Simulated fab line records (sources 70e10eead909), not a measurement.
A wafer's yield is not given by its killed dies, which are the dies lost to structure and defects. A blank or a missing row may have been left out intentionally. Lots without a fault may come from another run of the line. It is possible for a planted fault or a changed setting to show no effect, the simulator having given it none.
Which tool did it? :: flow nand-harc :: 38 wafers from 13 lots sampled at 5 of the route's 1159 steps

WHAT THE GAUGES READ, wafer by wafer
NHARC_A_M1_INSPECT_27. Usual: raw-defect-count 443, standard deviation 98.
lot: L905
measured: day 17 23:44
on: defect-inspect-02
raw-defect-count: 517 386 440
flag: 

lot: L908
measured: day 18 04:17
on: defect-inspect-02
raw-defect-count: 436 465 475
flag: 

lot: L904
measured: day 18 06:46
on: defect-inspect-01
raw-defect-count: 424 457 321
flag: 

lot: L906
measured: day 18 12:02
on: defect-inspect-02
raw-defect-count: 307 366 387
flag: 

lot: L910
measured: day 18 23:54
on: defect-inspect-01
raw-defect-count: 585 554 526
flag: 

lot: L911
measured: day 19 04:40
on: defect-inspect-01
raw-defect-count: 515 426 405
flag: 

lot: L912
measured: day 19 20:52
on: defect-inspect-01
raw-defect-count: 447 366 441
flag: 

lot: L913
measured: day 20 04:02
on: defect-inspect-02
raw-defect-count: 388 332 298
flag: 

lot: L914
measured: day 20 09:01
on: defect-inspect-01
raw-defect-count: 459 570 460
flag: 

lot: L918
measured: day 21 03:11
on: defect-inspect-02
raw-defect-count: 371 459 416
flag: 

lot: L919
measured: day 21 05:38
on: defect-inspect-02
raw-defect-count: 474 625 469
flag: 

lot: L917
measured: day 21 09:10
on: defect-inspect-01
raw-defect-count: 509 433 533
flag: 

lot: L921
measured: day 22 06:30
on: defect-inspect-02
raw-defect-count: 4775 4764
flag: OFF

NHARC_A_BONDPAD_THK_MEAS_30: measures by ellipsometry. Usual: thk-nm 199.6 nm, standard deviation 1.4.
lot: L905
measured: day 18 01:13
on: film-metro-02
thk-nm (nm): 198.3 197.8 199.5
flag: 

lot: L908
measured: day 18 05:39
on: film-metro-02
thk-nm (nm): 199.3 201.1 200.7
flag: 

lot: L904
measured: day 18 08:10
on: film-metro-02
thk-nm (nm): 197.8 197.7 198.3
flag: 

lot: L906
measured: day 18 13:40
on: film-metro-02
thk-nm (nm): 199.6 199.4 199.0
flag: 

lot: L910
measured: day 19 01:16
on: film-metro-02
thk-nm (nm): 197.3 200.8 198.4
flag: 

lot: L911
measured: day 19 06:04
on: film-metro-01
thk-nm (nm): 197.8 197.7 199.5
flag: 

lot: L912
measured: day 19 22:14
on: film-metro-01
thk-nm (nm): 199.9 198.5 198.5
flag: 

lot: L913
measured: day 20 05:25
on: film-metro-01
thk-nm (nm): 201.5 199.5 197.6
flag: 

lot: L914
measured: day 20 10:24
on: film-metro-02
thk-nm (nm): 199.8 201.0 200.4
flag: 

lot: L918
measured: day 21 04:32
on: film-metro-01
thk-nm (nm): 200.9 202.1 201.5
flag: 

lot: L919
measured: day 21 07:13
on: film-metro-02
thk-nm (nm): 199.8 200.1 199.5
flag: 

lot: L917
measured: day 21 10:31
on: film-metro-02
thk-nm (nm): 201.9 199.1 197.9
flag: 

WHAT TOOL EACH LOT RAN ON (gives the tool, then ch and the chambers of the sampled wafers, and finally the start)
lot: L905
NHARC_A_M1_ETCH_28: rie-diel-09 ch 0,3, day 17 23:16 or earlier
NHARC_A_M1_CMP_23: cmp-01 ch 0,1, day 17 23:16
NHARC_A_M1_PRE_CLEAN_32: pecvd-04 ch 1,2, day 17 23:53

lot: L908
NHARC_A_M1_ETCH_28: rie-diel-05 ch 0,2, day 18 03:48 or earlier
NHARC_A_M1_CMP_23: cmp-04 ch 0,1, day 18 03:48
NHARC_A_M1_PRE_CLEAN_32: pecvd-03 ch 0,1,2, day 18 04:22

lot: L904
NHARC_A_M1_ETCH_28: rie-diel-05 ch 0,1,3, day 18 06:18 or earlier
NHARC_A_M1_CMP_23: cmp-01 ch 0,1, day 18 06:18
NHARC_A_M1_PRE_CLEAN_32: pecvd-03 ch 0,1,2, day 18 06:50

lot: L906
NHARC_A_M1_ETCH_28: rie-diel-07 ch 1,3, day 18 11:34 or earlier
NHARC_A_M1_CMP_23: cmp-01 ch 1,3, day 18 11:34
NHARC_A_M1_PRE_CLEAN_32: pecvd-03 ch 1,2, day 18 12:07

lot: L910
NHARC_A_M1_ETCH_28: rie-diel-07 ch 0,1, day 18 23:27 or earlier
NHARC_A_M1_CMP_23: cmp-01 ch 0,2, day 18 23:27
NHARC_A_M1_PRE_CLEAN_32: pecvd-04 ch 0,1,2, day 19 00:00

lot: L911
NHARC_A_M1_ETCH_28: rie-diel-05 ch 1,2,3, day 19 04:11 or earlier
NHARC_A_M1_CMP_23: cmp-03 ch 0,1, day 19 04:11
NHARC_A_M1_PRE_CLEAN_32: pecvd-04 ch 0,2, day 19 04:45

lot: L912
NHARC_A_M1_ETCH_28: rie-diel-09 ch 0,1,3, day 19 20:23 or earlier
NHARC_A_M1_CMP_23: cmp-04 ch 0,1, day 19 20:23
NHARC_A_M1_PRE_CLEAN_32: pecvd-03 ch 0,1,2, day 19 20:58

lot: L913
NHARC_A_M1_ETCH_28: rie-diel-07 ch 0,2,3, day 20 03:35 or earlier
NHARC_A_M1_CMP_23: cmp-01 ch 1,2,3, day 20 03:35
NHARC_A_M1_PRE_CLEAN_32: pecvd-02 ch 0,1, day 20 04:07

lot: L914
NHARC_A_M1_ETCH_28: rie-diel-09 ch 1,2,3, day 20 08:33 or earlier
NHARC_A_M1_CMP_23: cmp-03 ch 1,2,3, day 20 08:33
NHARC_A_M1_PRE_CLEAN_32: pecvd-03 ch 0,1,2, day 20 09:05

lot: L918
NHARC_A_M1_ETCH_28: rie-diel-05 ch 1,2, day 21 02:44 or earlier
NHARC_A_M1_CMP_23: cmp-01 ch 1,2, day 21 02:44
NHARC_A_M1_PRE_CLEAN_32: pecvd-02 ch 1,2, day 21 03:15

lot: L919
NHARC_A_M1_ETCH_28: rie-diel-09 ch 0,3, day 21 05:09 or earlier
NHARC_A_M1_CMP_23: cmp-04 ch 0,1,2, day 21 05:09
NHARC_A_M1_PRE_CLEAN_32: pecvd-04 ch 0,1, day 21 05:55

lot: L917
NHARC_A_M1_ETCH_28: rie-diel-05 ch 0,2,3, day 21 08:45 or earlier
NHARC_A_M1_CMP_23: cmp-04 ch 0,1,2, day 21 08:45
NHARC_A_M1_PRE_CLEAN_32: pecvd-03 ch 0,1,2, day 21 09:16

lot: L921
NHARC_A_M1_ETCH_28: rie-diel-05 ch 2,3, day 22 06:02 or earlier
NHARC_A_M1_CMP_23: cmp-01 ch 2,3, day 22 06:02
NHARC_A_M1_PRE_CLEAN_32: pecvd-02 ch 1,2, day 22 06:38
- NHARC_A_M1_ETCH_28: etches the open film in CF4/N2, target depth 30 nm, time 72.99 s.
- NHARC_A_M1_CMP_23: polishes, t overpolish 20 s, target thk 154.34 nm.
- NHARC_A_M1_PRE_CLEAN_32: time 12 s.

WHAT THE TOOLS THEMSELVES READ (means of the sampled wafers that have a number; where no wafer has one, the mark that the record gives instead)
NHARC_A_M1_ETCH_28. Usual: drypump-motor-current-A 5.7 A, standard deviation 0.48; n2-flow-sccm 100.0 sccm, standard deviation 0.31; oes-product-au 1.000 a.u., standard deviation 0.0097; rf-vpp-V 314.1 V, standard deviation 1.7; showerhead-plenum-p-Torr 2.63 Torr, standard deviation 0.091; throttle-valve-pct 19.793 %, standard deviation 0.0092.
lot: L905
tool: rie-diel-09
drypump-motor-current-A (A): 5.7
n2-flow-sccm (sccm): 100.2
oes-product-au (a.u.): 1.002
rf-vpp-V (V): 311.6
showerhead-plenum-p-Torr (Torr): 2.54
throttle-valve-pct (%): 19.802
flag: 

lot: L908
tool: rie-diel-05
drypump-motor-current-A (A): 6.0
n2-flow-sccm (sccm): 99.7
oes-product-au (a.u.): 0.995
rf-vpp-V (V): 312.8
showerhead-plenum-p-Torr (Torr): 2.57
throttle-valve-pct (%): 19.796
flag: 

lot: L904
tool: rie-diel-05
drypump-motor-current-A (A): 6.0
n2-flow-sccm (sccm): 99.9
oes-product-au (a.u.): 1.003
rf-vpp-V (V): 314.6
showerhead-plenum-p-Torr (Torr): 2.61
throttle-valve-pct (%): 19.789
flag: 

lot: L906
tool: rie-diel-07
drypump-motor-current-A (A): 5.3
n2-flow-sccm (sccm): 100.0
oes-product-au (a.u.): 1.009
rf-vpp-V (V): 312.6
showerhead-plenum-p-Torr (Torr): 2.55
throttle-valve-pct (%): 19.787
flag: 

lot: L910
tool: rie-diel-07
drypump-motor-current-A (A): 5.3
n2-flow-sccm (sccm): 100.1
oes-product-au (a.u.): 1.015
rf-vpp-V (V): 314.4
showerhead-plenum-p-Torr (Torr): 2.68
throttle-valve-pct (%): 19.783
flag: 

lot: L911
tool: rie-diel-05
drypump-motor-current-A (A): 6.3
n2-flow-sccm (sccm): 100.0
oes-product-au (a.u.): 1.003
rf-vpp-V (V): 313.9
showerhead-plenum-p-Torr (Torr): 2.64
throttle-valve-pct (%): 19.792
flag: 

lot: L912
tool: rie-diel-09
drypump-motor-current-A (A): 5.6
n2-flow-sccm (sccm): 99.6
oes-product-au (a.u.): 1.005
rf-vpp-V (V): 313.3
showerhead-plenum-p-Torr (Torr): 2.60
throttle-valve-pct (%): 19.789
flag: 

lot: L913
tool: rie-diel-07
drypump-motor-current-A (A): 5.2
n2-flow-sccm (sccm): 99.9
oes-product-au (a.u.): 1.007
rf-vpp-V (V): 314.2
showerhead-plenum-p-Torr (Torr): 2.64
throttle-valve-pct (%): 19.797
flag: 

lot: L914
tool: rie-diel-09
drypump-motor-current-A (A): 5.6
n2-flow-sccm (sccm): 100.0
oes-product-au (a.u.): 0.996
rf-vpp-V (V): 314.8
showerhead-plenum-p-Torr (Torr): 2.68
throttle-valve-pct (%): 19.786
flag: 

lot: L918
tool: rie-diel-05
drypump-motor-current-A (A): 6.5
n2-flow-sccm (sccm): 100.1
oes-product-au (a.u.): 0.987
rf-vpp-V (V): 314.1
showerhead-plenum-p-Torr (Torr): 2.65
throttle-valve-pct (%): 19.796
flag: 

lot: L919
tool: rie-diel-09
drypump-motor-current-A (A): 5.7
n2-flow-sccm (sccm): 100.1
oes-product-au (a.u.): 1.009
rf-vpp-V (V): 311.9
showerhead-plenum-p-Torr (Torr): 2.54
throttle-valve-pct (%): 19.786
flag: 

lot: L917
tool: rie-diel-05
drypump-motor-current-A (A): 6.0
n2-flow-sccm (sccm): 100.0
oes-product-au (a.u.): 0.997
rf-vpp-V (V): 313.7
showerhead-plenum-p-Torr (Torr): 2.58
throttle-valve-pct (%): 19.796
flag: 

lot: L921
tool: rie-diel-05
drypump-motor-current-A (A): 6.2
n2-flow-sccm (sccm): 99.7
oes-product-au (a.u.): 0.998
rf-vpp-V (V): 313.7
showerhead-plenum-p-Torr (Torr): 2.60
throttle-valve-pct (%): 19.800
flag: 

NHARC_A_M1_CMP_23. Usual: motor-current-A 11.5 A, standard deviation 1.1; time-to-endpoint-s 27.9 s, standard deviation 2.5.
lot: L905
tool: cmp-01
motor-current-A (A): 11.3
time-to-endpoint-s (s): 27.6
flag: 

lot: L908
tool: cmp-04
motor-current-A (A): 11.4
time-to-endpoint-s (s): 28.4
flag: 

lot: L904
tool: cmp-01
motor-current-A (A): 11.3
time-to-endpoint-s (s): 28.8
flag: 

lot: L906
tool: cmp-01
motor-current-A (A): 11.3
time-to-endpoint-s (s): 27.2
flag: 

lot: L910
tool: cmp-01
motor-current-A (A): 12.6
time-to-endpoint-s (s): 29.5
flag: 

lot: L911
tool: cmp-03
motor-current-A (A): 11.4
time-to-endpoint-s (s): 27.2
flag: 

lot: L912
tool: cmp-04
motor-current-A (A): 11.4
time-to-endpoint-s (s): 23.9
flag: 

lot: L913
tool: cmp-01
motor-current-A (A): 11.8
time-to-endpoint-s (s): 29.2
flag: 

lot: L914
tool: cmp-03
motor-current-A (A): 11.3
time-to-endpoint-s (s): 26.6
flag: 

lot: L918
tool: cmp-01
motor-current-A (A): 11.5
time-to-endpoint-s (s): 30.8
flag: 

lot: L919
tool: cmp-04
motor-current-A (A): 12.0
time-to-endpoint-s (s): 26.7
flag: 

lot: L917
tool: cmp-04
motor-current-A (A): 12.5
time-to-endpoint-s (s): 26.8
flag: 

lot: L921
tool: cmp-01
motor-current-A (A): 12.3
time-to-endpoint-s (s): 37.8
flag: OFF

NHARC_A_M1_PRE_CLEAN_32. Usual: heater-power-w 677 W, standard deviation 73.
lot: L905
tool: pecvd-04
heater-power-w (W): 743
flag: 

lot: L908
tool: pecvd-03
heater-power-w (W): 697
flag: 

lot: L904
tool: pecvd-03
heater-power-w (W): 697
flag: 

lot: L906
tool: pecvd-03
heater-power-w (W): 703
flag: 

lot: L910
tool: pecvd-04
heater-power-w (W): 690
flag: 

lot: L911
tool: pecvd-04
heater-power-w (W): 787
flag: 

lot: L912
tool: pecvd-03
heater-power-w (W): 679
flag: 

lot: L913
tool: pecvd-02
heater-power-w (W): 596
flag: 

lot: L914
tool: pecvd-03
heater-power-w (W): 676
flag: 

lot: L918
tool: pecvd-02
heater-power-w (W): 591
flag: 

lot: L919
tool: pecvd-04
heater-power-w (W): 655
flag: 

lot: L917
tool: pecvd-03
heater-power-w (W): 681
flag: 

lot: L921
tool: pecvd-02
heater-power-w (W): 654
flag: 

THE ANSWER, worked out from the rows above alone
Rule: lot off if the mean of its wafers having a number is beyond 3 standard deviations from the usual mean. A lot without any number at a reading at which 4 lots or more have one is off too. All remaining lots with rows at the step are treated as sound. Order of review: gauges by route order, followed by the tools' own readings, for which a lot's mean as printed above is used. At the first step where some lot is off, the reading lying furthest off is the one used; lots without a number count as furthest.
Off: L921, at NHARC_A_M1_INSPECT_27 (raw-defect-count).
A tool fits if, at a process step before that reading, it ran every lot that is off, and no sound lot after the first of them. The gauges at NHARC_A_M1_INSPECT_27 aren't tried: what is off there is off at NHARC_A_M1_CMP_23 too, on other tools, and a gauge's error can't cause that. With no start given for some of its lots, NHARC_A_M1_ETCH_28 uses the hours and lot order of NHARC_A_M1_CMP_23. 2 tools fit, rie-diel-05 at NHARC_A_M1_ETCH_28 and cmp-01 at NHARC_A_M1_CMP_23, so this cannot tell which one it is.

WHAT THE SIMULATOR HAD PUT IN
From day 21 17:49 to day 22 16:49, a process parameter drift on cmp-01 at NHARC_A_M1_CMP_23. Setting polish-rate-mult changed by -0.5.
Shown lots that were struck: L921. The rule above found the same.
